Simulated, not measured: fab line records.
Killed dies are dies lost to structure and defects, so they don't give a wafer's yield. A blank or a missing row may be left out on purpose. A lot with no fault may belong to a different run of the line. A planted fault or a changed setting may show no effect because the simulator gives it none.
Struck lot and sound lot, side by side :: flow nand-harc :: 15 steps out of a route of 1302
Sound: the wafers L776.1, L776.2, L776.6. Struck: wafer L782.6 (L782.3, L782.5, from the same lot, were not struck and are left out); the cause is given at the end.
At each step with rows: each side's tool, then ch and its chambers, then its first start. Under that, the readings that differ: sound wafers :: struck wafers :: difference of the means :: sigmas: that difference in standard deviations of wafers without a fault.
alike: same words and numbers on both sides, and readings whose means sit less than 2 such deviations apart. not compared: any withheld reading, any reading some wafer has no value for, any bound like >300 that may hide the same value, and any number with overlapping values for which the record gives no deviation.
Wherever a step has rows on one side only, a row that says differs or no value, or a row with sigmas, the two part there. Non-overlapping numbers with no deviation appear without sigmas and do not part them. A reading that every wafer of one side lacks parts them only if that side has two wafers or more.

first, 3 steps without rows for these wafers: NHARC_A_CHANNEL_HOLE_D2_ETCH_19 (etches the open film in C4F8/O2/Ar, time 34.5 s); NHARC_A_CHANNEL_HOLE_D2_ETCH_20 (etches the open film in C4F8/O2/Ar, time 361.9 s, target depth 1600 nm); NHARC_A_CHANNEL_HOLE_D2_ETCH_21 (etches the open film in C4F8/O2/Ar, time 514.3 s, target depth 1600 nm).
NHARC_A_CHANNEL_HOLE_D2_ETCH_22: etches the open film in C4F8/O2/Ar, time 666.7 s, target depth 1600 nm.
  sound on har-etch-02 ch 0,1, day 13 10:44; struck on har-etch-02 ch 1, day 15 22:15
  alike: drypump-motor-current-A, showerhead-plenum-p-Torr, throttle-valve-pct
  not compared: rf-hours-counter-h
NHARC_A_CHANNEL_HOLE_D2_ETCH_23: etches the open film in C4F8/O2/Ar, time 819 s, target depth 1600 nm.
  sound on har-etch-02 ch 0,1, day 13 11:18; struck on har-etch-02 ch 1, day 15 22:51
  alike: drypump-motor-current-A, showerhead-plenum-p-Torr, throttle-valve-pct
  not compared: rf-hours-counter-h
NHARC_A_CHANNEL_HOLE_D2_ETCH_24: etches the open film in C4F8/O2/Ar, time 906.2 s, target depth 1500 nm.
  sound on har-etch-02 ch 0,1, day 13 12:00; struck on har-etch-02 ch 1, day 15 23:34
reading: throttle-valve-pct (%)
sound: 32.245 32.249 32.229
struck: 32.222
difference: -0.019
sigmas: -2
  alike: drypump-motor-current-A, showerhead-plenum-p-Torr
  not compared: rf-hours-counter-h
NHARC_A_CHANNEL_HOLE_D2_ETCH_25: etches the open film in C4F8/O2/Ar, time 1040.2 s, target depth 1500 nm.
  sound on har-etch-02 ch 0,1, day 13 12:46; struck on har-etch-02 ch 1, day 16 00:22
  alike: drypump-motor-current-A, showerhead-plenum-p-Torr, throttle-valve-pct
  not compared: rf-hours-counter-h
then, 5 steps without rows for these wafers: NHARC_A_CHANNEL_HOLE_D2_ETCH_26 (etches the open film in C4F8/O2/Ar, time 224.1 s, target depth 300 nm); NHARC_A_CHANNEL_HOLE_D2_ETCH_27 (etches the open film in C4F8/O2/Ar, time 90 s, target depth 400 nm); NHARC_A_CHANNEL_HOLE_D2_STRIP_41 (strips in N2/H2); NHARC_A_CHANNEL_HOLE_D2_STRIP_42 (strips in CF4/CHF3); NHARC_A_CHANNEL_HOLE_D2_STRIP_43 (strips in O2/COS).
NHARC_A_CHANNEL_HOLE_D2_ETCH_44: etches the open film in CF4/O2, target depth 140 nm, overetch 14 nm, time 77 s.
  sound on rie-diel-08 ch 1,3, day 13 14:40; struck on rie-diel-07 ch 0, day 16 01:55
reading: oes-product-au (a.u.)
sound: 0.978 1.004 0.992
struck: 0.922
difference: -0.069
sigmas: -6

reading: throttle-valve-pct (%)
sound: 13.399 13.395 13.392
struck: 13.417
difference: +0.022
sigmas: +3
  alike: drypump-motor-current-A, rf-vpp-V, showerhead-plenum-p-Torr
  not compared: rf-hours-counter-h
NHARC_A_CHANNEL_HOLE_D2_STRIP_28: strips in O2.
  sound on rie-diel-08 ch 0,1,3; struck on rie-diel-07 ch 2
  alike: drypump-motor-current-A, oes-product-au, rf-vpp-V, showerhead-plenum-p-Torr, throttle-valve-pct
  not compared: rf-hours-counter-h
-- jump in the record: it breaks off in module A_CHANNEL_HOLE_D2 and resumes in module END (first step shown: number 1302 of the route), and 11 days separate the struck wafers' starts before and after --
NHARC_END_SORT_01:
  sound on prober-01 ch 0, day 24 17:32; struck on prober-02 ch 0, day 27 02:14
reading: killed-at-array
sound: 71 62 61
struck: 612
difference: +547
sigmas: +25

reading: killed-at-other
sound: 0 0 1
struck: 3
difference: +3
sigmas: +2

reading: killed-dies
sound: 77 64 62
struck: 623
difference: +555
sigmas: +25

reading: killed-open
sound: 3 6 4
struck: 9
difference: +5
sigmas: +3
  alike: killed-at-periphery, killed-short

WHERE THEY PART
Earliest at NHARC_A_CHANNEL_HOLE_D2_ETCH_24; latest, in this record, at NHARC_END_SORT_01.

WHY: the cause the simulator had injected
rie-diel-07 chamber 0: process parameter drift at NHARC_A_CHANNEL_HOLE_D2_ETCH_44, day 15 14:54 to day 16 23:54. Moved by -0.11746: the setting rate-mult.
